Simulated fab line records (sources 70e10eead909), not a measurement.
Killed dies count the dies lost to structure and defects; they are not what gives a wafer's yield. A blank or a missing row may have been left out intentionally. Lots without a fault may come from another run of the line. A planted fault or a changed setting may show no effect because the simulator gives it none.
fab line records    flow nand-harc
[record] lots = 13  wafers = 39  last-day = 24
route steps=1159 shown THIN_TSV@1127 END@1159
lots that met no fault: taken from a fault-free run of the same line
start-h: hours from the record's first day to the start of the lot's first wafer shown    wait-h: hours from the lot's prior step to this one    " same as the row above    L1.1+2: a single row standing in for several wafers    - no value present, or no start provided    * or withheld: withheld    < > ~ a bound
route shown NAME@n: a module of which the file shows steps, and the number in the route of the first    usual: mean and standard deviation over wafers with no fault    same: alike in all rows    chamber/n: place in a boat    sites: readings site by site    _std_site: how widely they spread, as a standard deviation    _edge_site: outer sites' mean less inner sites'    radius-mm: how far each site lies from the wafer's centre    mask NAME#n: copy n    behind: the tool/chamber that last shaped the wafer    hold: reason for holding the lot/hours on hold/outcome of the hold    device: the transistor (n, p or np) that didn't switch    end of line: tests of these same wafers at the route's end    where a step has no rows: the recipe by itself    killed: at the first sort, the dies lost to defects and structure; wafer yield is something else    map: the dies of a wafer, with x for killed, . for not killed, _ for no die there
set.NAME: the setting as run; set.NAME@STEP: as run at that earlier step    model.NAME: the simulator's own value behind a step, which no gauge read
steps of the route over a sample of lots; a table a step, a row a wafer
services: the hour from which a tool's chamber was out of use, counted from the record's first day as start-h (under 0 if before that day), plus the number of hours and why
[[steps]]
[step NHARC_THIN_TSV_DEGAS_49]
[recipe] temp-c = 300  time-s = 120
[usual] heater-power-w = 471/43
lot.wafer  tool            chamber  start-h  wait-h  heater-power-w
L611.2     pvd-sputter-03  -        419.53   0.2     543
L611.4     "               -        "        "       456
L611.6     "               -        "        "       520
L613.1     pvd-sputter-03  -        434.22   0.1     451
L613.2     "               -        "        "       493
L613.6     "               -        "        "       525
L612.1     pvd-sputter-03  -        435.44   0.1     487
L612.3     "               -        "        "       542
L612.6     "               -        "        "       531
L617.4     pvd-sputter-02  -        466.70   0.1     516
L617.1     "               -        "        "       499
L617.2     "               -        "        "       480
L620.2     pvd-sputter-02  -        480.55   0.1     478
L620.6     "               -        "        "       479
L620.5     "               -        "        "       519
L624.1     pvd-sputter-03  -        490.84   0.2     531
L624.5     "               -        "        "       508
L624.6     "               -        "        "       462
L627.2     pvd-sputter-01  -        529.47   0.1     420
L627.4     "               -        "        "       483
L627.5     "               -        "        "       405
L629.2     pvd-sputter-01  -        530.55   0.2     404
L629.4     "               -        "        "       500
L629.6     "               -        "        "       475
L632.1     pvd-sputter-03  -        545.05   0.1     525
L632.3     "               -        "        "       530
L632.6     "               -        "        "       487
L631.2     pvd-sputter-01  -        546.47   0.2     490
L631.5     "               -        "        "       403
L631.6     "               -        "        "       471
L630.2     pvd-sputter-02  -        554.60   0.1     517
L630.1     "               -        "        "       505
L630.6     "               -        "        "       400
L634.4     pvd-sputter-03  -        562.64   0.1     516
L634.3     "               -        "        "       476
L634.6     "               -        "        "       487
L633.1     pvd-sputter-01  -        563.72   0.1     468
L633.4     "               -        "        "       399
L633.5     "               -        "        "       470
[step NHARC_THIN_TSV_PRE_CLEAN_50]
[recipe] time-s = 30  temp-c = 280  gas = H2/He
[usual] heater-power-w = 414/39
lot.wafer  tool            chamber  start-h  wait-h  heater-power-w
L611.4     pvd-sputter-03  -        -        -       402
L611.2     "               -        "        "       468
L611.6     "               -        "        "       398
L613.2     pvd-sputter-03  -        -        -       450
L613.1     "               -        "        "       463
L613.6     "               -        "        "       399
L612.1     pvd-sputter-03  -        -        -       454
L612.3     "               -        "        "       444
L612.6     "               -        "        "       457
L617.2     pvd-sputter-02  -        -        -       458
L617.4     "               -        "        "       425
L617.1     "               -        "        "       424
L620.2     pvd-sputter-02  -        -        -       445
L620.5     "               -        "        "       453
L620.6     "               -        "        "       361
L624.1     pvd-sputter-03  -        -        -       455
L624.5     "               -        "        "       432
L624.6     "               -        "        "       457
L627.4     pvd-sputter-01  -        -        -       354
L627.2     "               -        "        "       432
L627.5     "               -        "        "       400
L629.2     pvd-sputter-01  -        -        -       355
L629.4     "               -        "        "       363
L629.6     "               -        "        "       369
L632.1     pvd-sputter-03  -        -        -       463
L632.3     "               -        "        "       463
L632.6     "               -        "        "       442
L631.2     pvd-sputter-01  -        -        -       353
L631.5     "               -        "        "       349
L631.6     "               -        "        "       413
L630.2     pvd-sputter-02  -        -        -       456
L630.1     "               -        "        "       354
L630.6     "               -        "        "       464
L634.4     pvd-sputter-03  -        -        -       446
L634.3     "               -        "        "       463
L634.6     "               -        "        "       432
L633.1     pvd-sputter-01  -        -        -       364
L633.4     "               -        "        "       357
L633.5     "               -        "        "       356
[step NHARC_THIN_TSV_PRE_CLEAN_54]
[recipe] time-s = 30  temp-c = 280  gas = H2/He
[usual] heater-power-w = 411/38
lot.wafer  tool            chamber  start-h  wait-h  heater-power-w
L611.2     pvd-sputter-02  -        421.63   0.0     357
L611.4     "               -        "        "       428
L611.6     "               -        "        "       366
L613.1     pvd-sputter-01  -        436.31   0.1     360
L613.2     "               -        "        "       387
L613.6     "               -        "        "       357
L612.1     pvd-sputter-02  -        437.58   0.1     421
L612.3     "               -        "        "       366
L612.6     "               -        "        "       410
L617.4     pvd-sputter-01  -        468.81   0.1     445
L617.2     "               -        "        "       356
L617.1     "               -        "        "       397
L620.2     pvd-sputter-01  -        482.65   0.1     432
L620.5     "               -        "        "       379
L620.6     "               -        "        "       359
L624.1     pvd-sputter-02  -        492.90   0.0     427
L624.6     "               -        "        "       436
L624.5     "               -        "        "       430
L627.2     pvd-sputter-01  -        531.54   0.0     354
L627.4     "               -        "        "       421
L627.5     "               -        "        "       364
L629.2     pvd-sputter-01  -        532.59   0.0     359
L629.4     "               -        "        "       359
L629.6     "               -        "        "       365
L632.3     pvd-sputter-01  -        547.13   0.1     358
L632.1     "               -        "        "       410
L632.6     "               -        "        "       414
L631.2     pvd-sputter-02  -        548.56   0.1     431
L631.5     "               -        "        "       371
L631.6     "               -        "        "       437
L630.2     pvd-sputter-01  -        556.71   0.1     430
L630.1     "               -        "        "       355
L630.6     "               -        "        "       403
L634.3     pvd-sputter-03  -        564.72   0.0     453
L634.4     "               -        "        "       467
L634.6     "               -        "        "       459
L633.4     pvd-sputter-03  -        565.78   0.0     432
L633.1     "               -        "        "       446
L633.5     "               -        "        "       449
[step NHARC_THIN_TSV_ETCH_36]
[recipe] target-depth-a = 650  over-etch-frac = 0.3  time-s = 18.571  ion-energy-ev = 150  chemistry = Cl2/BCl3
[usual] drypump-motor-current-A = 5.3/0.43  oes-product-au = 1.000/0.014  over-etch-frac = 0.3/0
lot.wafer  tool          chamber  start-h  wait-h  drypump-motor-current-A  oes-product-au  over-etch-frac  rf-hours-counter-h
L611.2     rie-metal-03  1        423.25   0.2     6.0                      0.980           0.3             4.5
L611.4     "             1        "        "       6.0                      0.974           0.3             -
L611.6     "             0        "        "       4.7                      0.989           0.3             -
L613.1     rie-metal-03  0        437.79   0.2     4.7                      0.988           0.3             5.0
L613.2     "             1        "        "       6.0                      0.970           0.3             5.0
L613.6     "             1        "        "       6.0                      0.979           0.3             -
L612.1     rie-metal-02  1        439.06   0.2     5.3                      1.028           0.3             1.3
L612.3     "             1        "        "       5.3                      1.022           0.3             -
L612.6     "             0        "        "       5.1                      1.007           0.3             -
L617.2     rie-metal-02  1        470.29   0.2     5.3                      1.025           0.62969         2.0
L617.1     "             0        "        "       5.1                      0.990           0.3             2.0
L617.4     "             0        "        "       5.2                      0.995           0.3             -
L620.2     rie-metal-02  0        484.24   0.2     5.1                      0.999           0.3             2.4
L620.5     "             0        "        "       5.2                      0.998           0.3             -
L620.6     "             1        "        "       5.3                      1.027           0.62969         -
L624.1     rie-metal-01  0        494.51   0.2     5.8                      1.005           0.3             4.6
L624.6     "             1        "        "       5.2                      1.001           0.3             -
L624.5     "             0        "        "       5.8                      1.004           0.3             -
L627.2     rie-metal-03  1        533.03   0.2     6.0                      0.997           0.3             2.4
L627.4     "             0        "        "       4.7                      0.995           0.3             -
L627.5     "             1        "        "       6.0                      1.008           0.3             -
L629.2     rie-metal-01  0        534.24   0.2     5.8                      0.987           0.3             0.7
L629.4     "             0        "        "       5.8                      0.995           0.3             -
L629.6     "             0        "        "       5.8                      0.989           0.3             -
L632.1     rie-metal-02  1        548.61   0.2     5.3                      1.024           0.3             4.3
L632.3     "             0        "        "       5.1                      0.992           0.3             -
L632.6     "             0        "        "       5.1                      0.983           0.3             -
L631.2     rie-metal-03  1        550.17   0.2     5.9                      1.004           0.3             2.9
L631.5     "             0        "        "       4.7                      0.983           0.3             -
L631.6     "             1        "        "       6.0                      1.005           0.3             -
L630.1     rie-metal-02  1        558.30   0.2     5.3                      1.023           0.3             4.6
L630.2     "             0        "        "       5.1                      1.002           0.3             4.6
L630.6     "             0        "        "       5.1                      0.995           0.3             -
L634.3     rie-metal-03  0        566.22   0.2     4.7                      0.984           0.3             -
L634.4     "             1        "        "       5.9                      0.996           0.3             -
L634.6     "             1        "        "       6.0                      0.994           0.3             -
L633.1     rie-metal-01  1        567.42   0.2     5.1                      1.001           0.3             1.3
L633.4     "             0        "        "       5.8                      1.008           0.3             -
L633.5     "             1        "        "       5.1                      0.996           0.3             -
[step NHARC_END_SORT_01]
[recipe] temp-c = 25
[usual] defect-limited-yield = 95.7/1.2  killed-at-array = 25/7.8  killed-at-other = 0.6/0.81  killed-at-periphery = 3.3/2.2  killed-dies = 29/8.2  killed-open = 3.5/1.9  killed-short = 1.8/1.3  sort_bin_2_pct = 1.3/0.5  sort_bin_3_pct = 0.23/0.21  sort_bin_4_pct = 2.8/0.9  sort-n-pass = 648/8.2  sort-rim-yield-pct = 94.3/2.8  sort-yield-pct = 95.7/1.2
[same] gross-dies = 677  sort_bin_5_pct[%] = 0  sort_bin_6_pct[%] = 0  sort_bin_7_pct[%] = 0  sort_bin_8_pct[%] = 0  sort-rim-n-gross = 106.00
lot.wafer  tool       chamber  start-h  wait-h  defect-limited-yield[%]  killed-at-array  killed-at-other  killed-at-periphery  killed-dies  killed-open  killed-short  sort_bin_2_pct[%]  sort_bin_3_pct[%]  sort_bin_4_pct[%]  sort-n-pass  sort-rim-yield-pct[%]  sort-yield-pct[%]
L611.2     prober-02  0        435.24   2.8     96.2                     22               0                4                    26           2            0             1.0                0.30               2.5                651          95.3                   96.2
L611.4     prober-02  0        436.84   3.4     96.2                     23               0                3                    26           4            1             0.9                0.15               2.8                651          100.0                  96.2
L611.6     prober-02  0        438.44   4.0     95.9                     24               0                4                    28           4            2             1.3                0.15               2.7                649          93.4                   95.9
L612.1     prober-01  0        446.22   2.5     94.7                     34               1                1                    36           5            2             1.6                0.59               3.1                641          91.5                   94.7
L612.3     prober-01  0        447.82   3.1     95.1                     28               0                5                    33           3            2             1.3                0.30               3.2                644          91.5                   95.1
L612.6     prober-01  0        450.23   4.0     95.1                     33               0                0                    33           4            1             1.6                0                  3.2                644          94.3                   95.1
L613.1     prober-02  0        453.97   2.5     95.9                     20               0                8                    28           1            0             1.3                0.15               2.7                649          93.4                   95.9
L613.2     prober-02  0        454.76   2.8     97.0                     15               0                5                    20           1            2             1.2                0.15               1.6                657          95.3                   97.0
L613.6     prober-02  0        457.91   3.9     95.4                     26               0                5                    31           3            2             0.7                0.15               3.7                646          98.1                   95.4
L617.1     prober-01  0        478.92   2.5     94.8                     32               0                3                    35           3            0             0.7                0.59               3.8                642          93.4                   94.8
L617.2     prober-01  0        479.72   2.8     96.3                     21               0                4                    25           3            4             1.3                0                  2.4                652          93.4                   96.3
L617.4     prober-01  0        481.33   3.4     93.8                     36               0                6                    42           8            4             2.4                0.15               3.7                635          91.5                   93.8
L620.2     prober-02  0        498.82   2.8     95.6                     26               1                3                    30           5            2             1.3                0                  3.1                647          92.5                   95.6
L620.5     prober-02  0        501.24   3.7     96.0                     23               2                2                    27           3            0             1.0                0                  3.0                650          92.5                   96.0
L620.6     prober-02  0        502.04   4.0     94.8                     31               1                3                    35           8            1             1.6                0.44               3.1                642          91.5                   94.8
L624.1     prober-01  0        502.73   2.5     96.6                     17               1                5                    23           8            2             0.9                0.15               2.4                654          92.5                   96.6
L624.5     prober-01  0        505.96   3.7     96.3                     18               0                7                    25           3            2             1.0                0.59               2.1                652          95.3                   96.3
L624.6     prober-01  0        506.77   4.0     96.2                     26               0                0                    26           3            1             1.0                0.44               2.4                651          92.5                   96.2
L629.2     prober-02  0        541.27   2.9     96.5                     21               1                2                    24           4            1             1.6                0                  1.9                653          90.6                   96.5
L629.4     prober-02  0        542.90   3.5     96.5                     22               0                2                    24           3            1             1.2                0.30               2.1                653          94.3                   96.5
L629.6     prober-02  0        544.53   4.1     96.5                     23               0                1                    24           3            2             1.2                0.15               2.2                653          89.6                   96.5
L627.2     prober-01  0        547.71   2.8     95.1                     29               1                3                    33           6            0             1.3                0.15               3.4                644          91.5                   95.1
L627.4     prober-01  0        549.32   3.4     95.3                     27               1                4                    32           5            4             2.1                0.44               2.2                645          96.2                   95.3
L627.5     prober-01  0        550.13   3.7     93.8                     40               1                1                    42           1            0             2.1                0.15               4.0                635          93.4                   93.8
L632.1     prober-01  0        557.02   2.5     95.4                     28               0                3                    31           2            2             1.8                0.30               2.5                646          99.1                   95.4
L632.3     prober-01  0        558.60   3.1     97.2                     18               1                0                    19           2            2             1.0                0                  1.8                658          97.2                   97.2
L632.6     prober-01  0        560.95   3.9     96.5                     21               0                3                    24           6            1             1.0                0.44               2.1                653          97.2                   96.5
L631.2     prober-02  0        557.80   2.8     94.8                     31               1                3                    35           2            5             1.5                0.30               3.4                642          95.3                   94.8
L631.5     prober-02  0        560.19   3.7     95.4                     26               0                5                    31           4            1             1.2                0.15               3.2                646          90.6                   95.4
L631.6     prober-02  0        560.99   4.0     95.9                     26               0                2                    28           2            2             1.8                0.30               2.1                649          91.5                   95.9
L630.1     prober-01  0        566.68   2.5     96.8                     21               0                1                    22           1            1             1.5                0                  1.8                655          93.4                   96.8
L630.2     prober-01  0        567.48   2.8     94.7                     31               1                4                    36           9            6             0.7                0.30               4.3                641          91.5                   94.7
L630.6     prober-01  0        570.67   4.0     96.2                     20               0                6                    26           7            2             0.7                0.59               2.5                651          90.6                   96.2
L633.1     prober-02  0        574.51   2.5     95.1                     31               0                2                    33           4            1             1.3                0.44               3.1                644          97.2                   95.1
L633.4     prober-02  0        576.93   3.4     93.8                     40               1                1                    42           1            3             2.2                0.15               3.8                635          98.1                   93.8
L633.5     prober-02  0        577.74   3.7     93.4                     40               0                5                    45           8            1             1.8                0.15               4.7                632          95.3                   93.4
L634.3     prober-01  0        576.06   3.1     95.3                     25               0                7                    32           4            0             1.5                0.30               3.0                645          91.5                   95.3
L634.4     prober-01  0        576.86   3.4     94.4                     31               0                7                    38           3            2             1.3                0.30               4.0                639          98.1                   94.4
L634.6     prober-01  0        578.45   4.0     95.7                     22               0                7                    29           2            2             1.2                0.30               2.8                648          95.3                   95.7
// killed by level:class
L611.2 A_STAIRCASE:chamber-film-flake=13 A_SLIT:chamber-film-flake=5 A_SOURCE_PLATE:geometric-particle:open=1 A_M0:geometric-particle:open=1 P_ZERO_WELL:chamber-film-flake=1 P_STI:chamber-film-flake=1 P_GATE:chamber-film-flake=1 P_BONDPAD:chamber-film-flake=1
L611.4 A_SLIT:chamber-film-flake=10 A_STAIRCASE:chamber-film-flake=4 A_CHANNEL_HOLE_D1:chamber-film-flake=3 A_CONTACT:chamber-film-flake=2 P_CONTACT:geometric-particle:open=1 P_M0:geometric-particle:open=1 A_SOURCE_PLATE:geometric-particle:open=1 A_ONON_D1:geometric-particle:short=1
L611.6 A_SLIT:chamber-film-flake=10 A_CONTACT:chamber-film-flake=4 A_STAIRCASE:chamber-film-flake=3 P_CONTACT:geometric-particle:open=1 A_SGD_CUT:geometric-particle:open=1 A_CONTACT:geometric-particle:open=1 A_BLC:geometric-particle:short=1 A_M0:geometric-particle:short=1
L612.1 A_SLIT:chamber-film-flake=10 A_CHANNEL_HOLE_D1:chamber-film-flake=8 A_CONTACT:chamber-film-flake=5 A_CONTACT:geometric-particle:open=2 A_STAIRCASE:chamber-film-flake=2 A_WL_FILL:chamber-film-flake=2 A_CHANNEL_HOLE_D1:geometric-particle:short=1 A_CHANNEL_FILL_D1:geometric-particle:short=1
L612.3 A_CHANNEL_HOLE_D1:chamber-film-flake=8 A_SLIT:chamber-film-flake=8 A_CONTACT:chamber-film-flake=3 P_M0:geometric-particle:open=2 P_ZERO_WELL:chamber-film-flake=2 A_STAIRCASE:chamber-film-flake=2 A_SGD_CUT:chamber-film-flake=2 A_SOURCE_PLATE:geometric-particle:short=1
L612.6 A_CHANNEL_HOLE_D1:chamber-film-flake=15 A_SLIT:chamber-film-flake=9 A_WL_FILL:chamber-film-flake=3 A_CONTACT:geometric-particle:open=2 A_SOURCE_PLATE:geometric-particle:open=1 A_CONTACT:geometric-particle:short=1 A_BLC:geometric-particle:open=1 A_CONTACT:chamber-film-flake=1
L613.1 A_STAIRCASE:chamber-film-flake=8 A_CHANNEL_HOLE_D1:chamber-film-flake=5 A_M0:chamber-film-flake=4 P_ZERO_WELL:chamber-film-flake=3 P_GATE:chamber-film-flake=3 A_CHANNEL_FILL_D1:geometric-particle:open=1 P_CONTACT:chamber-film-flake=1 P_M2:chamber-film-flake=1
L613.2 A_STAIRCASE:chamber-film-flake=4 P_GATE:chamber-film-flake=3 A_CHANNEL_HOLE_D1:chamber-film-flake=3 A_CONTACT:chamber-film-flake=2 A_M0:chamber-film-flake=2 A_WL_FILL:geometric-particle:short=1 A_WL_FILL:geometric-particle:open=1 A_M0:geometric-particle:short=1
L613.6 A_CHANNEL_HOLE_D1:chamber-film-flake=8 A_CONTACT:chamber-film-flake=4 A_STAIRCASE:chamber-film-flake=3 A_WL_FILL:chamber-film-flake=3 A_M0:chamber-film-flake=3 A_CONTACT:geometric-particle:open=2 P_ZERO_WELL:chamber-film-flake=2 P_M0:geometric-particle:open=1
L617.1 A_SLIT:chamber-film-flake=14 A_CHANNEL_HOLE_D1:chamber-film-flake=10 A_ZERO_WELL:chamber-film-flake=3 A_CONTACT:chamber-film-flake=3 P_ZERO_WELL:chamber-film-flake=2 P_GATE:geometric-particle:open=1 A_CHANNEL_HOLE_D1:geometric-particle:open=1 A_CONTACT:geometric-particle:open=1
L617.2 A_SLIT:chamber-film-flake=8 A_CHANNEL_HOLE_D1:chamber-film-flake=6 P_CONTACT:geometric-particle:open=1 P_M2:geometric-particle:open=1 A_SOURCE_PLATE:geometric-particle:short=1 A_ONON_D1:geometric-particle:short=1 A_CHANNEL_FILL_D1:geometric-particle:short=1 A_CHANNEL_FILL_D1:geometric-particle:open=1
L617.4 A_CHANNEL_HOLE_D1:chamber-film-flake=15 A_SLIT:chamber-film-flake=7 P_M0:geometric-particle:open=2 A_ONON_D1:geometric-particle:short=2 A_CHANNEL_FILL_D1:geometric-particle:short=2 A_BLC:geometric-particle:open=2 A_ZERO_WELL:chamber-film-flake=2 A_STAIRCASE:chamber-film-flake=2
L620.2 A_CHANNEL_HOLE_D1:chamber-film-flake=9 A_CONTACT:chamber-film-flake=5 A_WL_FILL:chamber-film-flake=3 A_SLIT:chamber-film-flake=2 P_CONTACT:geometric-particle:open=1 P_M1:geometric-particle:open=1 A_ONON_D1:geometric-particle:short=1 A_CHANNEL_HOLE_D1:geometric-particle:short=1
L620.5 A_CHANNEL_HOLE_D1:chamber-film-flake=8 A_CONTACT:chamber-film-flake=7 A_WL_FILL:geometric-particle:open=2 P_STI:chamber-film-flake=2 A_SLIT:chamber-film-flake=2 A_WL_FILL:chamber-film-flake=2 THIN_TSV:chamber-film-flake=2 A_ONON_D1:geometric-particle:open=1
L620.6 A_CHANNEL_HOLE_D1:chamber-film-flake=12 A_SLIT:chamber-film-flake=4 A_CONTACT:geometric-particle:open=3 A_ZERO_WELL:chamber-film-flake=3 A_CONTACT:chamber-film-flake=3 A_CHANNEL_FILL_D1:geometric-particle:open=2 A_CHANNEL_FILL_D1:chamber-film-flake=2 P_CONTACT:geometric-particle:open=1
L624.1 A_CHANNEL_HOLE_D1:chamber-film-flake=8 A_CONTACT:geometric-particle:open=3 P_ZERO_WELL:chamber-film-flake=2 P_GATE:chamber-film-flake=2 P_M0:geometric-particle:open=1 A_CHANNEL_FILL_D1:geometric-particle:open=1 A_CHANNEL_FILL_D1:geometric-particle:short=1 A_WL_FILL:geometric-particle:short=1
L624.5 A_CHANNEL_HOLE_D1:chamber-film-flake=12 P_ZERO_WELL:chamber-film-flake=7 A_CHANNEL_FILL_D1:geometric-particle:short=1 A_WL_FILL:geometric-particle:short=1 A_CONTACT:geometric-particle:open=1 A_BLC:geometric-particle:open=1 A_M0:geometric-particle:open=1 A_CONTACT:chamber-film-flake=1
L624.6 A_CHANNEL_HOLE_D1:chamber-film-flake=19 A_CHANNEL_FILL_D1:geometric-particle:short=1 A_CONTACT:geometric-particle:open=1 A_BLC:geometric-particle:open=1 A_M0:geometric-particle:open=1 A_STAIRCASE:chamber-film-flake=1 A_SLIT:chamber-film-flake=1 A_CONTACT:chamber-film-flake=1
L629.2 A_CHANNEL_HOLE_D1:chamber-film-flake=11 A_ZERO_WELL:chamber-film-flake=2 A_STAIRCASE:chamber-film-flake=2 P_M0:geometric-particle:open=1 A_SOURCE_PLATE:geometric-particle:open=1 A_ONON_D1:geometric-particle:short=1 A_WL_FILL:geometric-particle:open=1 A_BLC:geometric-particle:open=1
L629.4 A_CHANNEL_HOLE_D1:chamber-film-flake=18 A_ZERO_WELL:chamber-film-flake=2 P_GATE:geometric-particle:open=1 P_CONTACT:geometric-particle:open=1 A_CHANNEL_HOLE_D1:geometric-particle:short=1 A_SGD_CUT:geometric-particle:open=1
L629.6 A_CHANNEL_HOLE_D1:chamber-film-flake=14 A_CONTACT:chamber-film-flake=3 P_GATE:geometric-particle:open=1 A_CHANNEL_FILL_D1:geometric-particle:open=1 A_SGD_CUT:geometric-particle:short=1 A_WL_FILL:geometric-particle:short=1 A_CONTACT:geometric-particle:open=1 A_ZERO_WELL:chamber-film-flake=1
L627.2 A_SLIT:chamber-film-flake=14 A_CHANNEL_HOLE_D1:chamber-film-flake=6 A_CONTACT:geometric-particle:open=3 P_ZERO_WELL:chamber-film-flake=3 A_CHANNEL_FILL_D1:geometric-particle:open=2 A_WL_FILL:geometric-particle:open=1 A_WL_FILL:chamber-film-flake=1 A_CONTACT:chamber-film-flake=1
L627.4 A_SLIT:chamber-film-flake=11 A_CHANNEL_HOLE_D1:chamber-film-flake=5 A_CONTACT:geometric-particle:open=2 A_CONTACT:chamber-film-flake=2 A_M0:chamber-film-flake=2 P_CONTACT:geometric-particle:short=1 P_CONTACT:geometric-particle:open=1 P_M0:geometric-particle:open=1
L627.5 A_SLIT:chamber-film-flake=17 A_CONTACT:chamber-film-flake=9 A_CHANNEL_HOLE_D1:chamber-film-flake=8 A_CHANNEL_FILL_D1:chamber-film-flake=2 A_STAIRCASE:chamber-film-flake=2 A_CONTACT:geometric-particle:open=1 P_GATE:chamber-film-flake=1 A_WL_FILL:chamber-film-flake=1
L632.1 A_CONTACT:chamber-film-flake=11 A_CHANNEL_HOLE_D1:chamber-film-flake=9 A_STAIRCASE:chamber-film-flake=6 P_M1:geometric-particle:open=1 P_M1:geometric-particle:short=1 A_CONTACT:geometric-particle:open=1 A_M1:geometric-particle:short=1 P_BONDPAD:chamber-film-flake=1
L631.2 A_CHANNEL_HOLE_D1:chamber-film-flake=16 A_CONTACT:chamber-film-flake=4 A_CHANNEL_FILL_D1:geometric-particle:short=3 A_BLC:chamber-film-flake=3 A_WL_FILL:geometric-particle:short=2 P_M0:chamber-film-flake=2 A_CHANNEL_FILL_D1:geometric-particle:open=1 A_WL_FILL:geometric-particle:open=1
L632.3 A_CONTACT:chamber-film-flake=8 A_CHANNEL_HOLE_D1:chamber-film-flake=4 A_CHANNEL_HOLE_D1:geometric-particle:open=1 A_CHANNEL_FILL_D1:geometric-particle:short=1 A_SGD_CUT:geometric-particle:short=1 STARTING-WAFER:geometric-particle:open=1 A_ZERO_WELL:chamber-film-flake=1 A_STAIRCASE:chamber-film-flake=1
L631.5 A_CHANNEL_HOLE_D1:chamber-film-flake=16 A_CONTACT:chamber-film-flake=3 P_M0:geometric-particle:open=2 P_M0:chamber-film-flake=2 A_BLC:chamber-film-flake=2 A_ONON_D1:geometric-particle:open=1 A_CHANNEL_FILL_D1:geometric-particle:short=1 A_WL_FILL:geometric-particle:open=1
L632.6 A_CONTACT:chamber-film-flake=10 A_STAIRCASE:chamber-film-flake=4 A_CHANNEL_HOLE_D1:chamber-film-flake=2 P_GATE:geometric-particle:short=1 P_M0:geometric-particle:open=1 P_M1:geometric-particle:open=1 A_CHANNEL_FILL_D1:geometric-particle:open=1 A_WL_FILL:geometric-particle:open=1
L631.6 A_CHANNEL_HOLE_D1:chamber-film-flake=16 A_STAIRCASE:chamber-film-flake=4 A_CONTACT:chamber-film-flake=3 P_GATE:geometric-particle:open=1 P_M0:geometric-particle:open=1 A_WL_FILL:geometric-particle:short=1 A_CONTACT:geometric-particle:short=1 A_BLC:chamber-film-flake=1
L630.1 A_CHANNEL_HOLE_D1:chamber-film-flake=14 A_CONTACT:chamber-film-flake=4 A_CHANNEL_FILL_D1:geometric-particle:short=1 A_CHANNEL_FILL_D1:geometric-particle:open=1 P_ZERO_WELL:chamber-film-flake=1 A_STAIRCASE:chamber-film-flake=1
L630.2 A_CHANNEL_HOLE_D1:chamber-film-flake=16 P_M0:geometric-particle:open=2 A_ONON_D1:geometric-particle:short=2 A_CHANNEL_FILL_D1:geometric-particle:open=2 A_STAIRCASE:chamber-film-flake=2 A_CONTACT:chamber-film-flake=2 P_CONTACT:geometric-particle:open=1 A_SOURCE_PLATE:geometric-particle:open=1
L630.6 A_CHANNEL_HOLE_D1:chamber-film-flake=12 P_CONTACT:geometric-particle:open=2 P_GATE:chamber-film-flake=2 P_GATE:geometric-particle:open=1 P_CONTACT:geometric-particle:short=1 A_SOURCE_PLATE:geometric-particle:open=1 A_ONON_D1:geometric-particle:short=1 A_SGD_CUT:geometric-particle:open=1
L633.1 A_SLIT:chamber-film-flake=14 A_CHANNEL_HOLE_D1:chamber-film-flake=4 A_STAIRCASE:chamber-film-flake=4 A_CONTACT:chamber-film-flake=4 A_CONTACT:geometric-particle:open=2 P_CONTACT:geometric-particle:open=1 A_SOURCE_PLATE:geometric-particle:open=1 A_CHANNEL_FILL_D1:geometric-particle:short=1
L634.3 A_CHANNEL_HOLE_D1:chamber-film-flake=6 A_STAIRCASE:chamber-film-flake=6 A_M1:chamber-film-flake=5 A_CONTACT:chamber-film-flake=5 P_STI:chamber-film-flake=4 P_CONTACT:geometric-particle:open=2 A_CONTACT:geometric-particle:open=1 A_BLC:geometric-particle:open=1
L634.4 A_CHANNEL_HOLE_D1:chamber-film-flake=13 A_CONTACT:chamber-film-flake=8 P_STI:chamber-film-flake=4 A_STAIRCASE:chamber-film-flake=3 A_M1:chamber-film-flake=3 A_CONTACT:geometric-particle:short=2 P_GATE:geometric-particle:open=1 P_CONTACT:geometric-particle:open=1
L633.4 A_SLIT:chamber-film-flake=16 A_CHANNEL_HOLE_D1:chamber-film-flake=10 A_CONTACT:chamber-film-flake=9 P_CONTACT:geometric-particle:open=1 A_ONON_D1:geometric-particle:short=1 A_WL_FILL:geometric-particle:short=1 A_M0:geometric-particle:short=1 A_ZERO_WELL:chamber-film-flake=1
L633.5 A_SLIT:chamber-film-flake=19 A_CHANNEL_HOLE_D1:chamber-film-flake=10 P_GATE:geometric-particle:open=2 P_M0:geometric-particle:open=2 A_CONTACT:geometric-particle:open=2 A_STAIRCASE:chamber-film-flake=2 A_CONTACT:chamber-film-flake=2 A_CHANNEL_FILL_D1:geometric-particle:short=1
L634.6 A_CHANNEL_HOLE_D1:chamber-film-flake=11 P_STI:chamber-film-flake=7 A_CONTACT:chamber-film-flake=2 A_M1:chamber-film-flake=2 A_CHANNEL_FILL_D1:geometric-particle:open=1 A_SGD_CUT:geometric-particle:short=1 A_SGD_CUT:geometric-particle:open=1 A_CONTACT:geometric-particle:short=1
[[services]]
tool            chamber  start-h  hours  kind
rie-metal-02    0        397.12   -      clean
rie-metal-02    1        397.12   -      clean
rie-metal-03    -        453.00   9.0    pm
rie-metal-03    0        453.00   9.0    vent-cycle
rie-metal-03    1        453.00   9.0    vent-cycle
pvd-sputter-03  -        458.00   10.0   pm
rie-metal-03    0        462.00   -      clean
rie-metal-03    1        462.00   -      clean
pvd-sputter-01  -        474.85   2.0    repair
rie-metal-01    -        509.00   9.0    pm
rie-metal-01    0        509.00   9.0    vent-cycle
rie-metal-01    1        509.00   9.0    vent-cycle
pvd-sputter-03  -        510.81   0.7    repair
pvd-sputter-01  -        515.14   10.0   pm
rie-metal-01    0        518.00   -      clean
rie-metal-01    1        518.00   -      clean
pvd-sputter-03  -        548.03   0.8    repair
rie-metal-02    -        565.12   9.0    pm
rie-metal-02    0        565.12   9.0    vent-cycle
rie-metal-02    1        565.12   9.0    vent-cycle
[[key]]
[first-sign] step = NHARC_THIN_TSV_ETCH_36  reading = over-etch-frac  direction = up  sigmas = 99+  usual = 0.3  struck = 0.62969
effect none on later readings
met-at NHARC_THIN_TSV_ETCH_36
struck-lots L617,L620
struck-wafers L617.2,L620.6
not-acting-at NHARC_THIN_TSV_DEGAS_49,NHARC_THIN_TSV_PRE_CLEAN_50,NHARC_THIN_TSV_PRE_CLEAN_54
onset-between 439.06 470.29
[fault] kind = process-parameter-drift  tool = rie-metal-02  chamber = 1  onset-h = 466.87  steps = NHARC_THIN_TSV_ETCH_36  channel = over-etch-frac  offset = 0.32969  shape = step  end-h = 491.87  stated = 0.3
